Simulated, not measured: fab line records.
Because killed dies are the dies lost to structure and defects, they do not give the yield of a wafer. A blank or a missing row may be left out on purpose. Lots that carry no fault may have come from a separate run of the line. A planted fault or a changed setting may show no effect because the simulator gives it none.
A lot that was struck, set against a sound lot || flow nandHarc || 14 out of 1302 route steps
Sound: these wafers, L830.1, L830.4, L830.6. Wafers struck: L825.2, L825.3, L825.6. The cause comes at the end.
At each step with rows: each side's tool, then ch and its chambers, then its first start. Under that, the readings that differ: sound wafers || struck wafers || difference of the means || sigmas: that difference in standard deviations of wafers without a fault.
alike: readings whose means differ by less than 2 such deviations, and words and numbers that are the same on both sides. not compared: withheld readings, readings that some wafer has no value for, bounds like >300 that may hide the same value, and numbers for which the record gives no deviation and whose values overlap.
The two part at a step that has a row with sigmas, a row that says differs or no value, or rows on one side only. Numbers that have no deviation but don't overlap get no sigmas and don't part them. Lack of a reading on every wafer of one side parts them only where that side has two or more wafers.

first, 1 step without rows for these wafers: NHARC_A_CONTACT_ETCH_76 (etches the open film in N2/H2, target depth 260 nm, time 475.3 s).
NHARC_A_CONTACT_ETCH_77: etches the open film in CF4/CHF3, target depth 108.9 nm, time 54.5 s.
  sound on rieDiel-04 ch 1,2,3; struck on rieDiel-04 ch 2,3
  alike: biasW, cf4FlowSccm, chf3FlowSccm, drypumpMotorCurrentA, oesProductAu, rfVppV, showerheadPlenumPTorr, throttleValvePct
  not compared: rfHoursCounterH
then, 1 step without rows for these wafers: NHARC_A_CONTACT_ETCH_78 (etches the open film in O2/COS, target depth 5300 nm, time 1378 s).
NHARC_A_CONTACT_ETCH_124: etches the open film in C4F8/O2/Ar, time 140 s, target depth 700 nm.
  sound on harCapEtch-03 ch 0,1, day 29 06:33; struck on harCapEtch-02 ch 0,1, day 27 09:14
  alike: chamberPressureMTorr, oesAirLineAu
  not compared: rfHoursCounterH
then, 2 steps without rows for these wafers: NHARC_A_CONTACT_ETCH_125 (etches the open film in C4F8/O2/Ar, time 197 s, target depth 1918 nm); NHARC_A_CONTACT_ETCH_126 (etches the open film in C4F8/O2/Ar, time 197 s, target depth 1918 nm).
NHARC_A_CONTACT_ETCH_127: etches the open film in C4F8/O2/Ar, time 197 s, target depth 1918 nm.
  sound on harCapEtch-03 ch 0,1, day 29 07:06; struck on harCapEtch-02 ch 0,1, day 27 09:47
  alike: chamberPressureMTorr, oesAirLineAu
  not compared: rfHoursCounterH
NHARC_A_CONTACT_ETCH_128: etches the open film in C4F8/O2/Ar, time 197 s, target depth 1918 nm.
  sound on harCapEtch-03 ch 0,1, day 29 07:16; struck on harCapEtch-02 ch 0,1, day 27 09:58
  alike: chamberPressureMTorr, oesAirLineAu
  not compared: rfHoursCounterH
then, 4 steps without rows for these wafers: NHARC_A_CONTACT_ETCH_129 (etches the open film in C4F8/O2/Ar, time 197 s, target depth 1918 nm); NHARC_A_CONTACT_ETCH_130 (etches the open film in C4F8/O2/Ar, time 197 s, target depth 1918 nm); NHARC_A_CONTACT_ETCH_131 (etches the open film in C4F8/O2/Ar, time 197 s, target depth 1918 nm); NHARC_A_CONTACT_ETCH_132 (etches the open film in C4F8/O2/Ar, time 197 s, target depth 1924 nm).
NHARC_A_CONTACT_ETCH_133: etches the open film in C4F8/O2/Ar, time 374 s, target depth 1610 nm.
  sound on harCapEtch-03 ch 0,1, day 29 08:11; struck on harCapEtch-02 ch 0,1, day 27 10:53
  no value came back on the struck wafers for chamberPressureMTorr (mTorr), oesAirLineAu (a.u.); on the sound wafers chamberPressureMTorr (mTorr) reads 19.992 20.017 20.014
  not compared: rfHoursCounterH
NHARC_A_CONTACT_ETCH_91: etches the open film in CH3F/O2, target depth 40 nm, time 85.7 s.
  sound on rieDiel-04 ch 0,2,3, day 29 08:55; struck on rieDiel-11 ch 1,2,3, day 27 11:36
{"reading": "oesProductAu (a.u.)", "sound": "0.932 0.924 0.925", "struck": "1.008 1.010 1.005", "difference": "+0.081", "sigmas": "+3"}
  alike: biasW, ch3fFlowSccm, drypumpMotorCurrentA, rfVppV, showerheadPlenumPTorr, throttleValvePct
  not compared: rfHoursCounterH

== WHERE THEY PART ==
At NHARC_A_CONTACT_ETCH_133 first; at NHARC_A_CONTACT_ETCH_91 last (within this record only).

WHY: whatever the simulator had introduced
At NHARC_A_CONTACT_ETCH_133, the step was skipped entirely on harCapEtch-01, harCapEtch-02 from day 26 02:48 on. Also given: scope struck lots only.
